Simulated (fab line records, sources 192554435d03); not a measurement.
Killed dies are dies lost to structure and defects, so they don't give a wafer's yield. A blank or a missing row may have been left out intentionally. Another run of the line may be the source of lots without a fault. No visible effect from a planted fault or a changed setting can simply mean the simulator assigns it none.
fab line records + flow n5_finfet
record:
- lots: 13
- wafers: 39
- last_day: 15
route steps=1938 shown BEOL_M4@1096 PASSIVATION@1905
lots with no fault: from the same line, run without faults
start_h: hours from the record's opening day to when the first of the lot's shown wafers began + wait_h: hours elapsed since this lot's preceding step + " as in the row above + L1.1+2: several wafers, shown together as one row + - no value present, or no start provided + * or withheld: withheld + < > ~ a bound
route shown NAME@n: names a module that has steps shown in the file, with the first one's number in the route + usual: average and standard deviation across the fault-free wafers + same: alike in all rows + chamber/n: place in a boat + sites: per-site readings + _std_site: standard deviation across them + _edge_site: inner sites' mean taken away from outer sites' mean + radius_mm: how far each site lies from the wafer's centre + mask NAME#n: copy n + behind: the tool/chamber that last shaped the wafer + hold: what put the lot on hold/how long, in hours/how the hold closed + device: whichever transistor did not switch (one of n, p or np) + end of line: the tests these same wafers got at the end of their route + for a step that has no rows: nothing shown but its recipe + killed: dies lost to structure and defects at the first sort, not the wafer's yield + map: a wafer's dies, marking killed ones x, the rest . and places with no die _
set.NAME: the setting as run; set.NAME@STEP: as run at that earlier step + model.NAME: the simulator's own value behind a step, which no gauge read
route steps across a sampled set of lots; one table per step, one row per wafer
services: from which hour (start_h, from the record's first day; less than 0 if before it) a tool's chamber was out of use, for how many hours, and why
== steps ==
step: N5_BEOL_M4_SPUTTER_92
recipe:
- material: Cu
- target_thk_a: 45
- temp_c: -20
- chamber_pressure_pa: 0.07
- power_w: withheld
- time_s: 8.29
usual:
- throttle_valve_pct: 29.9/0.96
| lot.wafer | tool           | chamber | start_h | wait_h | throttle_valve_pct |
|-----------|----------------|---------|---------|--------|--------------------|
| L982.1    | pvd_sputter-01 | -       | 166.16  | 0.1    | 30.1               |
| L982.2    | "              | -       | "       | "      | 30.3               |
| L982.4    | "              | -       | "       | "      | 29.2               |
| L983.2    | pvd_sputter-03 | -       | 182.28  | 0.1    | 30.4               |
| L983.5    | "              | -       | "       | "      | 29.4               |
| L983.6    | "              | -       | "       | "      | 30.3               |
| L984.1    | pvd_sputter-02 | -       | 185.53  | 0.1    | 28.1               |
| L984.2    | "              | -       | "       | "      | 28.5               |
| L984.4    | "              | -       | "       | "      | 30.4               |
| L985.4    | pvd_sputter-01 | -       | 185.91  | 0.1    | 31.3               |
| L985.5    | "              | -       | "       | "      | 29.2               |
| L985.6    | "              | -       | "       | "      | 30.2               |
| L986.3    | pvd_sputter-02 | -       | 201.24  | 0.1    | 30.0               |
| L986.4    | "              | -       | "       | "      | 28.5               |
| L986.6    | "              | -       | "       | "      | 30.2               |
| L988.2    | pvd_sputter-02 | -       | 211.84  | 0.1    | 28.7               |
| L988.4    | "              | -       | "       | "      | 28.0               |
| L988.5    | "              | -       | "       | "      | 28.3               |
| L987.1    | pvd_sputter-03 | -       | 214.32  | 0.1    | 30.4               |
| L987.2    | "              | -       | "       | "      | 28.1               |
| L987.6    | "              | -       | "       | "      | 30.1               |
| L989.1    | pvd_sputter-02 | -       | 218.71  | 0.1    | 28.8               |
| L989.4    | "              | -       | "       | "      | 28.1               |
| L989.6    | "              | -       | "       | "      | 28.4               |
| L990.2    | pvd_sputter-01 | -       | 218.89  | 0.1    | 30.0               |
| L990.5    | "              | -       | "       | "      | 31.3               |
| L990.6    | "              | -       | "       | "      | 29.5               |
| L991.3    | pvd_sputter-01 | -       | 220.85  | 0.1    | 31.3               |
| L991.4    | "              | -       | "       | "      | 30.2               |
| L991.5    | "              | -       | "       | "      | 30.1               |
| L992.2    | pvd_sputter-03 | -       | 222.48  | 0.1    | 28.3               |
| L992.4    | "              | -       | "       | "      | 29.3               |
| L992.6    | "              | -       | "       | "      | 30.4               |
| L993.2    | pvd_sputter-01 | -       | 242.52  | 0.1    | 29.5               |
| L993.4    | "              | -       | "       | "      | 31.3               |
| L993.6    | "              | -       | "       | "      | 31.4               |
| L996.2    | pvd_sputter-01 | -       | 259.97  | 0.1    | 30.1               |
| L996.4    | "              | -       | "       | "      | 30.2               |
| L996.6    | "              | -       | "       | "      | 31.0               |
step: N5_PASSIVATION_CD_MEAS_30
recipe:
- target_cd_nm: 4000
- landing_energy_ev: 500
- detector: se_inlens
- polarity: opening
usual:
- cd_nm: 4000.9/1.8
| lot.wafer | tool      | chamber | start_h | wait_h | cd_nm  |
|-----------|-----------|---------|---------|--------|--------|
| L982.1    | cd_sem-02 | 0       | 262.34  | -      | 4000.0 |
| L982.2    | "         | 0       | "       | "      | 4004.3 |
| L982.4    | "         | 0       | "       | "      | 3999.1 |
| L983.2    | cd_sem-03 | 0       | 282.95  | -      | 3998.9 |
| L983.5    | "         | 0       | "       | "      | 4000.5 |
| L983.6    | "         | 0       | "       | "      | 3999.2 |
| L984.1    | cd_sem-02 | 0       | 287.76  | -      | 3997.8 |
| L984.2    | "         | 0       | "       | "      | 4000.0 |
| L984.4    | "         | 0       | "       | "      | 3999.2 |
| L985.4    | cd_sem-03 | 0       | 288.08  | -      | 3997.9 |
| L985.5    | "         | 0       | "       | "      | 4001.8 |
| L985.6    | "         | 0       | "       | "      | 3999.8 |
| L986.3    | cd_sem-02 | 0       | 295.76  | -      | 4000.8 |
| L986.4    | "         | 0       | "       | "      | 4000.0 |
| L986.6    | "         | 0       | "       | "      | 3999.0 |
| L987.1    | cd_sem-01 | 0       | 310.18  | -      | 4004.1 |
| L987.2    | "         | 0       | "       | "      | 4000.5 |
| L987.6    | "         | 0       | "       | "      | 4002.9 |
| L988.2    | cd_sem-02 | 0       | 312.02  | -      | 4000.4 |
| L988.4    | "         | 0       | "       | "      | 4000.6 |
| L988.5    | "         | 0       | "       | "      | 4005.5 |
| L989.1    | cd_sem-03 | 0       | 321.75  | -      | 4004.4 |
| L989.4    | "         | 0       | "       | "      | 3999.8 |
| L989.6    | "         | 0       | "       | "      | 4000.0 |
| L991.3    | cd_sem-02 | 0       | 326.25  | -      | 4002.8 |
| L991.4    | "         | 0       | "       | "      | 3999.3 |
| L991.5    | "         | 0       | "       | "      | 3999.2 |
| L990.2    | cd_sem-03 | 0       | 326.76  | -      | 3998.7 |
| L990.5    | "         | 0       | "       | "      | 3998.8 |
| L990.6    | "         | 0       | "       | "      | 4001.9 |
| L992.2    | cd_sem-02 | 0       | 326.98  | -      | 4001.0 |
| L992.4    | "         | 0       | "       | "      | 4004.3 |
| L992.6    | "         | 0       | "       | "      | 4004.5 |
| L993.2    | cd_sem-03 | 0       | 334.04  | -      | 4003.6 |
| L993.4    | "         | 0       | "       | "      | 4002.2 |
| L993.6    | "         | 0       | "       | "      | 4003.5 |
| L996.2    | cd_sem-02 | 0       | 364.49  | -      | 3999.9 |
| L996.4    | "         | 0       | "       | "      | 4000.0 |
| L996.6    | "         | 0       | "       | "      | 4003.9 |
step: N5_PASSIVATION_OVL_MEAS_63
recipe:
- points_per_wafer: 44
usual:
- PAD_OVL: 5/6.7
| lot.wafer | tool       | chamber | start_h | wait_h | PAD_OVL[nm] |
|-----------|------------|---------|---------|--------|-------------|
| L982.1    | overlay-01 | 0       | 262.37  | 0.0    | -3          |
| L982.2    | "          | 0       | "       | "      | 3           |
| L982.4    | "          | 0       | "       | "      | -2          |
| L983.2    | overlay-02 | 0       | 282.98  | 0.0    | 8           |
| L983.5    | "          | 0       | "       | "      | 12          |
| L983.6    | "          | 0       | "       | "      | 14          |
| L984.1    | overlay-01 | 0       | 287.79  | 0.0    | 0           |
| L984.2    | "          | 0       | "       | "      | -2          |
| L984.4    | "          | 0       | "       | "      | -3          |
| L985.4    | overlay-02 | 0       | 288.10  | 0.0    | 2           |
| L985.5    | "          | 0       | "       | "      | 2           |
| L985.6    | "          | 0       | "       | "      | -4          |
| L986.3    | overlay-02 | 0       | 295.79  | 0.0    | 7           |
| L986.4    | "          | 0       | "       | "      | 4           |
| L986.6    | "          | 0       | "       | "      | 4           |
| L987.1    | overlay-02 | 0       | 310.21  | 0.0    | 13          |
| L987.2    | "          | 0       | "       | "      | 9           |
| L987.6    | "          | 0       | "       | "      | 10          |
| L988.2    | overlay-02 | 0       | 312.05  | 0.0    | -4          |
| L988.4    | "          | 0       | "       | "      | -3          |
| L988.5    | "          | 0       | "       | "      | 2           |
| L989.1    | overlay-01 | 0       | 321.78  | 0.0    | 0           |
| L989.4    | "          | 0       | "       | "      | -3          |
| L989.6    | "          | 0       | "       | "      | -5          |
| L991.3    | overlay-01 | 0       | 326.28  | 0.0    | -6          |
| L991.4    | "          | 0       | "       | "      | 6           |
| L991.5    | "          | 0       | "       | "      | -6          |
| L990.2    | overlay-01 | 0       | 326.79  | 0.0    | 3           |
| L990.5    | "          | 0       | "       | "      | 5           |
| L990.6    | "          | 0       | "       | "      | 7           |
| L992.2    | overlay-02 | 0       | 327.01  | 0.0    | 17          |
| L992.4    | "          | 0       | "       | "      | 13          |
| L992.6    | "          | 0       | "       | "      | 14          |
| L993.2    | overlay-01 | 0       | 334.07  | 0.0    | 6           |
| L993.4    | "          | 0       | "       | "      | 6           |
| L993.6    | "          | 0       | "       | "      | 11          |
| L996.2    | overlay-01 | 0       | 364.52  | 0.0    | 11          |
| L996.4    | "          | 0       | "       | "      | 11          |
| L996.6    | "          | 0       | "       | "      | 2           |
step: N5_PASSIVATION_CD_MEAS_44
recipe:
- target_cd_nm: 40000
- landing_energy_ev: 500
- detector: se_inlens
usual:
- cd_nm: 40001/3.6
| lot.wafer | tool      | chamber | start_h | wait_h | cd_nm |
|-----------|-----------|---------|---------|--------|-------|
| L982.1    | cd_sem-01 | 0       | 264.71  | -      | 40004 |
| L982.2    | "         | 0       | "       | "      | 40006 |
| L982.4    | "         | 0       | "       | "      | 40002 |
| L983.2    | cd_sem-01 | 0       | 284.79  | -      | 39999 |
| L983.5    | "         | 0       | "       | "      | 39998 |
| L983.6    | "         | 0       | "       | "      | 40002 |
| L984.1    | cd_sem-01 | 0       | 289.68  | -      | 40001 |
| L984.2    | "         | 0       | "       | "      | 39999 |
| L984.4    | "         | 0       | "       | "      | 39998 |
| L985.4    | cd_sem-01 | 0       | 290.00  | -      | 40006 |
| L985.5    | "         | 0       | "       | "      | 39999 |
| L985.6    | "         | 0       | "       | "      | 40001 |
| L986.3    | cd_sem-01 | 0       | 297.50  | -      | 40000 |
| L986.4    | "         | 0       | "       | "      | 40003 |
| L986.6    | "         | 0       | "       | "      | 40004 |
| L987.1    | cd_sem-03 | 0       | 311.95  | -      | 39999 |
| L987.2    | "         | 0       | "       | "      | 40002 |
| L987.6    | "         | 0       | "       | "      | 40008 |
| L988.2    | cd_sem-01 | 0       | 313.80  | -      | 39996 |
| L988.4    | "         | 0       | "       | "      | 39998 |
| L988.5    | "         | 0       | "       | "      | 39996 |
| L989.1    | cd_sem-02 | 0       | 323.62  | -      | 40004 |
| L989.4    | "         | 0       | "       | "      | 40001 |
| L989.6    | "         | 0       | "       | "      | 40000 |
| L991.3    | cd_sem-01 | 0       | 328.23  | -      | 39997 |
| L991.4    | "         | 0       | "       | "      | 39998 |
| L991.5    | "         | 0       | "       | "      | 40000 |
| L990.2    | cd_sem-01 | 0       | 328.51  | -      | 40001 |
| L990.5    | "         | 0       | "       | "      | 40011 |
| L990.6    | "         | 0       | "       | "      | 40005 |
| L992.2    | cd_sem-03 | 0       | 329.63  | -      | 40004 |
| L992.4    | "         | 0       | "       | "      | 40006 |
| L992.6    | "         | 0       | "       | "      | 40006 |
| L993.2    | cd_sem-03 | 0       | 335.90  | -      | 40000 |
| L993.4    | "         | 0       | "       | "      | 40002 |
| L993.6    | "         | 0       | "       | "      | 40002 |
| L996.2    | cd_sem-02 | 0       | 366.97  | -      | 40002 |
| L996.4    | "         | 0       | "       | "      | 39995 |
| L996.6    | "         | 0       | "       | "      | 40001 |
step: N5_PASSIVATION_PROBE_49
usual:
- defect_limited_yield: 91.1/1.4
- killed_at_M0_to_M3: 32/9.4
- killed_at_M4_up: 14/5.1
- killed_at_contacts: 11/5.5
- killed_at_front_end: 44/13
- killed_at_other: 4/3.2
- killed_dies: 104/16
- killed_open: 70/12
- killed_short: 33/7.8
- sort_bin_4_leakage: 0.01/0.057
- sort_bin_5_function: 5.1/0.91
- sort_bin_6_memory: 3.4/0.63
- sort_n_pass: 1075/16
- sort_yield_pct: 91.2/1.4
same:
- gross_dies: 1180
- killed_at_back_side: 0
- sort_bin_8_speed[%]: 0
| lot.wafer | tool      | chamber | start_h | wait_h | defect_limited_yield[%] | killed_at_M0_to_M3 | killed_at_M4_up | killed_at_contacts | killed_at_front_end | killed_at_other | killed_dies | killed_open | killed_short | sort_bin_4_leakage[%] | sort_bin_5_function[%] | sort_bin_6_memory[%] | sort_n_pass | sort_yield_pct[%] |
|-----------|-----------|---------|---------|--------|-------------------------|--------------------|-----------------|--------------------|---------------------|-----------------|-------------|-------------|--------------|-----------------------|------------------------|----------------------|-------------|-------------------|
| L982.1    | prober-01 | -       | 268.12  | 0.0    | 92.5                    | 30                 | 10              | 7                  | 40                  | 1               | 88          | 61          | 26           | 0                     | 4.5                    | 2.8                  | 1092        | 92.5              |
| L982.2    | prober-01 | -       | 268.17  | 0.1    | 92.5                    | 37                 | 7               | 13                 | 31                  | 1               | 89          | 55          | 31           | 0                     | 4.1                    | 3.0                  | 1091        | 92.5              |
| L982.4    | prober-01 | -       | 268.27  | 0.2    | 93.1                    | 25                 | 8               | 5                  | 41                  | 3               | 82          | 63          | 19           | 0                     | 4.9                    | 1.9                  | 1098        | 93.1              |
| L986.3    | prober-01 | -       | 300.91  | 0.3    | 93.1                    | 35                 | 13              | 4                  | 26                  | 3               | 81          | 55          | 25           | 0                     | 4.0                    | 2.5                  | 1099        | 93.1              |
| L986.4    | prober-01 | -       | 300.96  | 0.4    | 91.1                    | 35                 | 12              | 7                  | 46                  | 5               | 105         | 66          | 39           | 0                     | 5.0                    | 3.7                  | 1075        | 91.1              |
| L986.6    | prober-01 | -       | 301.06  | 0.5    | 92.4                    | 31                 | 10              | 9                  | 40                  | 0               | 90          | 61          | 29           | 0                     | 4.5                    | 3.1                  | 1090        | 92.4              |
| L987.1    | prober-02 | -       | 315.08  | 0.0    | 92.2                    | 36                 | 11              | 8                  | 36                  | 1               | 92          | 66          | 25           | 0                     | 4.2                    | 3.4                  | 1088        | 92.2              |
| L987.2    | prober-02 | -       | 315.13  | 0.1    | 92.6                    | 31                 | 17              | 15                 | 23                  | 1               | 87          | 60          | 27           | 0                     | 4.5                    | 2.5                  | 1093        | 92.6              |
| L987.6    | prober-02 | -       | 315.33  | 0.3    | 92.4                    | 33                 | 19              | 8                  | 29                  | 1               | 90          | 57          | 33           | 0                     | 4.5                    | 2.8                  | 1090        | 92.4              |
| L988.2    | prober-02 | -       | 317.12  | 0.1    | 90.9                    | 13                 | 18              | 12                 | 61                  | 3               | 107         | 64          | 43           | 0                     | 4.9                    | 3.9                  | 1073        | 90.9              |
| L988.4    | prober-02 | -       | 317.22  | 0.2    | 90.5                    | 31                 | 16              | 12                 | 49                  | 4               | 112         | 70          | 42           | 0                     | 5.7                    | 3.3                  | 1068        | 90.5              |
| L988.5    | prober-02 | -       | 317.27  | 0.2    | 91.4                    | 22                 | 14              | 14                 | 45                  | 7               | 102         | 69          | 33           | 0                     | 4.9                    | 3.4                  | 1078        | 91.4              |
| L989.1    | prober-01 | -       | 326.75  | 0.0    | 92.4                    | 34                 | 15              | 10                 | 23                  | 8               | 90          | 57          | 31           | 0.08                  | 4.5                    | 2.7                  | 1089        | 92.3              |
| L989.4    | prober-01 | -       | 326.90  | 0.2    | 91.9                    | 37                 | 11              | 9                  | 33                  | 5               | 95          | 62          | 30           | 0                     | 5.1                    | 2.7                  | 1085        | 91.9              |
| L989.6    | prober-01 | -       | 327.00  | 0.3    | 93.7                    | 24                 | 10              | 12                 | 24                  | 4               | 74          | 48          | 26           | 0                     | 4.0                    | 2.3                  | 1106        | 93.7              |
| L991.3    | prober-02 | -       | 331.82  | 0.1    | 92.2                    | 49                 | 9               | 4                  | 29                  | 1               | 92          | 66          | 23           | 0                     | 4.5                    | 3.1                  | 1088        | 92.2              |
| L991.4    | prober-02 | -       | 331.87  | 0.2    | 92.2                    | 49                 | 8               | 5                  | 26                  | 4               | 92          | 62          | 28           | 0                     | 4.6                    | 2.8                  | 1088        | 92.2              |
| L991.5    | prober-02 | -       | 331.92  | 0.2    | 90.5                    | 48                 | 10              | 4                  | 47                  | 3               | 112         | 78          | 34           | 0                     | 5.3                    | 3.6                  | 1068        | 90.5              |
| L993.2    | prober-02 | -       | 339.70  | 0.6    | 84.2                    | 37                 | 87              | 6                  | 53                  | 3               | 186         | 53          | 49           | 0                     | 11.3                   | 3.4                  | 994         | 84.2              |
| L993.4    | prober-02 | -       | 339.80  | 0.7    | 84.4                    | 17                 | 104             | 12                 | 47                  | 4               | 184         | 50          | 36           | 0                     | 11.1                   | 3.5                  | 996         | 84.4              |
| L993.6    | prober-02 | -       | 339.90  | 0.8    | 84.4                    | 14                 | 108             | 10                 | 49                  | 3               | 184         | 55          | 41           | 0                     | 10.0                   | 4.7                  | 996         | 84.4              |
| L996.2    | prober-02 | -       | 370.15  | 0.1    | 84.8                    | 22                 | 88              | 11                 | 52                  | 6               | 179         | 69          | 26           | 0                     | 9.5                    | 3.8                  | 1001        | 84.8              |
| L996.4    | prober-02 | -       | 370.25  | 0.2    | 84.2                    | 27                 | 100             | 13                 | 41                  | 6               | 187         | 70          | 30           | 0                     | 11.3                   | 3.1                  | 993         | 84.2              |
| L996.6    | prober-02 | -       | 370.35  | 0.3    | 84.0                    | 38                 | 95              | 12                 | 44                  | 0               | 189         | 68          | 32           | 0                     | 9.7                    | 5.2                  | 991         | 84.0              |
killed by level:class
L982.1 STI_FIN_REVEAL:geometric_particle:open=13 FIN_SAQP:geometric_particle:open=12 BEOL_M0_SAQP:geometric_particle:open=6 MOL_CONTACT_COAG:geometric_particle:open=6 BEOL_M1:geometric_particle:open=5 BEOL_M2:geometric_particle:open=5 FIN_SAQP:geometric_particle:short=4 BEOL_M1:geometric_particle:short=4
L982.2 BEOL_M0_SAQP:geometric_particle:short=15 MOL_CONTACT_COAG:geometric_particle:open=10 STI_FIN_REVEAL:geometric_particle:open=7 FIN_SAQP:geometric_particle:open=6 BEOL_M0_SAQP:geometric_particle:open=6 DUMMY_GATE:geometric_particle:open=5 STARTING-WAFER:geometric_particle:open=5 FIN_SAQP:geometric_particle:short=4
L982.4 BEOL_M0_SAQP:geometric_particle:open=11 FIN_SAQP:geometric_particle:open=9 DUMMY_GATE:geometric_particle:open=9 STI_FIN_REVEAL:geometric_particle:open=7 BEOL_M0_SAQP:geometric_particle:short=6 MOL_CONTACT_COAG:geometric_particle:open=4 BEOL_M4:geometric_particle:open=4 ILD0:geometric_particle:open=3
L986.3 BEOL_M3:geometric_particle:open=9 BEOL_M2:geometric_particle:open=9 BEOL_M0_SAQP:geometric_particle:short=8 FIN_SAQP:geometric_particle:open=6 STI_FIN_REVEAL:geometric_particle:open=5 GATE_CUT:geometric_particle:short=5 BEOL_M0_SAQP:geometric_particle:open=4 BEOL_M4:geometric_particle:open=4
L986.4 BEOL_M0_SAQP:geometric_particle:short=10 FIN_SAQP:geometric_particle:short=9 BEOL_M0_SAQP:geometric_particle:open=8 STI_FIN_REVEAL:geometric_particle:open=7 MOL_CONTACT_COAG:geometric_particle:open=7 FIN_SAQP:geometric_particle:open=6 GATE_CUT:geometric_particle:open=6 GATE_CUT:geometric_particle:short=6
L986.6 BEOL_M3:geometric_particle:open=14 FIN_SAQP:geometric_particle:open=10 FIN_SAQP:geometric_particle:short=9 MOL_CONTACT_COAG:geometric_particle:open=9 BEOL_M0_SAQP:geometric_particle:open=8 STI_FIN_REVEAL:geometric_particle:open=6 BEOL_M0_SAQP:geometric_particle:short=5 GATE_CUT:geometric_particle:short=4
L987.1 FIN_SAQP:geometric_particle:open=13 BEOL_M0_SAQP:geometric_particle:open=10 STI_FIN_REVEAL:geometric_particle:open=9 BEOL_M4:geometric_particle:open=7 BEOL_M0_SAQP:geometric_particle:short=6 BEOL_M2:geometric_particle:open=6 BEOL_M3:geometric_particle:open=6 FIN_SAQP:geometric_particle:short=5
L987.2 MOL_CONTACT_COAG:geometric_particle:open=10 BEOL_M3:geometric_particle:open=10 FIN_SAQP:geometric_particle:open=9 BEOL_M1:geometric_particle:open=5 MOL_CONTACT_COAG:geometric_particle:short=5 BEOL_M0_SAQP:geometric_particle:open=5 BEOL_M4:geometric_particle:open=5 GATE_CUT:geometric_particle:open=3
L987.6 BEOL_M4:geometric_particle:open=13 BEOL_M2:geometric_particle:open=11 BEOL_M0_SAQP:geometric_particle:short=9 FIN_SAQP:geometric_particle:short=6 FIN_SAQP:geometric_particle:open=5 MOL_CONTACT_COAG:geometric_particle:open=5 BEOL_M1:geometric_particle:open=4 BEOL_M1:geometric_particle:short=4
L988.2 FIN_SAQP:geometric_particle:short=14 FIN_SAQP:geometric_particle:open=12 MOL_CONTACT_COAG:geometric_particle:open=12 STI_FIN_REVEAL:geometric_particle:open=9 GATE_CUT:geometric_particle:short=8 BEOL_M4:geometric_particle:open=6 BEOL_M0_SAQP:geometric_particle:short=5 DUMMY_GATE:geometric_particle:open=4
L988.4 FIN_SAQP:geometric_particle:short=15 FIN_SAQP:geometric_particle:open=12 MOL_CONTACT_COAG:geometric_particle:open=11 BEOL_M0_SAQP:geometric_particle:short=10 BEOL_M2:geometric_particle:open=8 STI_FIN_REVEAL:geometric_particle:open=6 BEOL_M5:geometric_particle:open=5 DUMMY_GATE:geometric_particle:open=4
L988.5 MOL_CONTACT_COAG:geometric_particle:open=12 FIN_SAQP:geometric_particle:open=9 STI_FIN_REVEAL:geometric_particle:open=8 DUMMY_GATE:geometric_particle:open=7 BEOL_M0_SAQP:geometric_particle:short=7 BEOL_M1:geometric_particle:open=6 FIN_SAQP:geometric_particle:short=5 BEOL_M0_SAQP:geometric_particle:open=4
L989.1 BEOL_M0:geometric_particle:open=9 MOL_CONTACT_COAG:geometric_particle:open=8 STI_FIN_REVEAL:geometric_particle:open=6 BEOL_M0:geometric_particle:short=6 BEOL_M3:geometric_particle:open=5 BEOL_M4:geometric_particle:open=4 BEOL_M2:geometric_particle:open=4 FIN_SAQP:geometric_particle:open=3
L989.4 BEOL_M0_SAQP:geometric_particle:open=12 BEOL_M0_SAQP:geometric_particle:short=9 FIN_SAQP:geometric_particle:short=7 FIN_SAQP:geometric_particle:open=7 MOL_CONTACT_COAG:geometric_particle:open=6 BEOL_M3:geometric_particle:open=6 MIM_TOP:geometric_particle:short=5 BEOL_M1:geometric_particle:open=4
L989.6 MOL_CONTACT_COAG:geometric_particle:open=9 BEOL_M0_SAQP:geometric_particle:open=8 BEOL_M1:geometric_particle:open=7 FIN_SAQP:geometric_particle:short=4 BEOL_M0_SAQP:geometric_particle:short=4 STARTING-WAFER:geometric_particle:short=4 ILD0:geometric_particle:open=3 GATE_CUT:geometric_particle:short=3
L991.3 BEOL_M3:geometric_particle:open=13 BEOL_M1:geometric_particle:open=11 BEOL_M0_SAQP:geometric_particle:open=10 BEOL_M0_SAQP:geometric_particle:short=8 FIN_SAQP:geometric_particle:short=6 FIN_SAQP:geometric_particle:open=6 STI_FIN_REVEAL:geometric_particle:open=5 MOL_CONTACT_COAG:geometric_particle:open=4
L991.4 BEOL_M1:geometric_particle:open=12 BEOL_M3:geometric_particle:open=9 BEOL_M0_SAQP:geometric_particle:open=8 STI_FIN_REVEAL:geometric_particle:open=5 BEOL_M0_SAQP:geometric_particle:short=5 MOL_CONTACT_COAG:geometric_particle:open=4 BEOL_M0:geometric_particle:open=4 BEOL_M2:geometric_particle:open=4
L991.5 STI_FIN_REVEAL:geometric_particle:open=17 BEOL_M1:geometric_particle:open=13 FIN_SAQP:geometric_particle:short=9 BEOL_M0_SAQP:geometric_particle:open=7 BEOL_M2:geometric_particle:open=7 BEOL_M3:geometric_particle:open=7 BEOL_M0_SAQP:geometric_particle:short=5 BEOL_M4:geometric_particle:open=5
L993.2 BEOL_M4:unspecified=84 FIN_SAQP:geometric_particle:short=18 FIN_SAQP:geometric_particle:open=17 BEOL_M3:geometric_particle:open=8 BEOL_M0_SAQP:geometric_particle:short=7 MOL_CONTACT_COAG:geometric_particle:open=5 STARTING-WAFER:geometric_particle:short=5 GATE_CUT:geometric_particle:short=4
L993.4 BEOL_M4:unspecified=98 FIN_SAQP:geometric_particle:open=17 FIN_SAQP:geometric_particle:short=9 MOL_CONTACT_COAG:geometric_particle:open=8 GATE_CUT:geometric_particle:short=7 BEOL_M2:geometric_particle:open=7 STI_FIN_REVEAL:geometric_particle:open=5 MOL_CONTACT_COAG:geometric_particle:short=4
L993.6 BEOL_M4:unspecified=88 FIN_SAQP:geometric_particle:short=16 BEOL_M4:geometric_particle:open=13 MOL_CONTACT_COAG:geometric_particle:open=9 FIN_SAQP:geometric_particle:open=8 GATE_CUT:geometric_particle:short=8 STI_FIN_REVEAL:geometric_particle:open=6 BEOL_M0_SAQP:geometric_particle:open=4
L996.2 BEOL_M4:unspecified=82 STI_FIN_REVEAL:geometric_particle:open=27 MOL_CONTACT_COAG:geometric_particle:open=9 BEOL_M2:geometric_particle:open=8 STI_FIN_REVEAL:geometric_particle:short=5 FIN_SAQP:geometric_particle:short=4 GATE_CUT:geometric_particle:short=4 BEOL_M1:geometric_particle:open=4
L996.4 BEOL_M4:unspecified=86 STI_FIN_REVEAL:geometric_particle:open=14 MOL_CONTACT_COAG:geometric_particle:open=10 BEOL_M4:geometric_particle:open=8 ILD0:geometric_particle:short=6 BEOL_M1:geometric_particle:open=5 FIN_SAQP:geometric_particle:short=4 BEOL_M0:geometric_particle:open=4
L996.6 BEOL_M4:unspecified=88 MOL_CONTACT_COAG:geometric_particle:open=11 BEOL_M2:geometric_particle:open=9 DUMMY_GATE:geometric_particle:open=8 BEOL_M1:geometric_particle:open=8 STI_FIN_REVEAL:geometric_particle:open=5 GATE_CUT:geometric_particle:open=5 GATE_CUT:geometric_particle:short=5
== services ==
| tool           | chamber | start_h | hours | kind   |
|----------------|---------|---------|-------|--------|
| pvd_sputter-03 | -       | 233.49  | 3.4   | repair |
== key ==
first_sign:
- step: N5_PASSIVATION_PROBE_49
- reading: killed_at_M4_up
- direction: up
- sigmas: 17
- usual: 14
- struck: 97
effect:
- step: N5_PASSIVATION_PROBE_49
- reading: defect_limited_yield
- direction: down
- sigmas: 5
- usual: 91.1
- struck: 84.3
more_kills_born_at:
- N5_BEOL_M4_SPUTTER_92@pvd_sputter-01: 526
met_at N5_BEOL_M4_SPUTTER_92
struck_lots L993,L996
not_acting_at N5_PASSIVATION_CD_MEAS_30,N5_PASSIVATION_OVL_MEAS_63,N5_PASSIVATION_CD_MEAS_44
onset_between 220.85 242.52
also_fits time
fault:
- kind: chamber_particle_source
- tool: pvd_sputter-01
- chamber: -
- onset_h: 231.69
- steps: N5_BEOL_M4_SPUTTER_92
- rate_per_visit_cm2: 0.39125
- end_h: 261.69
